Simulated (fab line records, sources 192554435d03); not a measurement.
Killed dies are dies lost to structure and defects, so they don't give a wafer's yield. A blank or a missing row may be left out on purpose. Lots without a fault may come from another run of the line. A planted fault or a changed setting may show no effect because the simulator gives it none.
Chamber matching | flow n5_finfet | N5_ILD0_CMP_12 on cmp-01: 4 sister chambers
The step polishes SiNx, stops on poly-Si, t overpolish 6 s, target thk 17.67 nm. 4 wafers are shown with their chamber, then 8 later ones without.

WAFERS WITH THEIR CHAMBER
wafer  | chamber | motor_current_A (A)
L087.4 | 2       | 9.1
L088.3 | 1       | 10.6
L088.5 | 0       | 10.2
L093.1 | 3       | 8.1

WAFERS WITHOUT THEIR CHAMBER
wafer  | motor_current_A (A)
L093.3 | 10.1
L093.6 | 9.4
L094.1 | 7.6
L094.2 | 9.1
L094.3 | 9.3
L097.1 | 9.9
L097.3 | 7.6
L097.6 | 10.0

WHICH CHAMBER EACH WENT THROUGH
wafer  | from the rows above          | in truth
L093.3 | can't be placed: 0 or 1      | 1
L093.6 | can't be placed: 2 or 0      | 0
L094.1 | 3                            | 3
L094.2 | 2                            | 2
L094.3 | 2                            | 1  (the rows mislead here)
L097.1 | can't be placed: 0 or 1 or 2 | 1
L097.3 | 3                            | 3
L097.6 | can't be placed: 0 or 1      | 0
Placed correctly: 3 of 8. Can't be placed from these rows: 4 (the true chamber is among the candidates in 4). Placed wrongly: 1.
How it was worked out, from the rows above alone: a wafer's distance from a chamber is the root of the sum, over the readings, of the square of ((its reading less the chamber's mean) divided by the reading's scatter). The wafer belongs to the nearest chamber; if the next one is less than 2 further off, it can't be placed. A chamber's mean is the mean of its shown wafers. The scatter: with one shown wafer a chamber, the root of the mean of the squares of how far each hidden wafer lies from its nearest shown one.
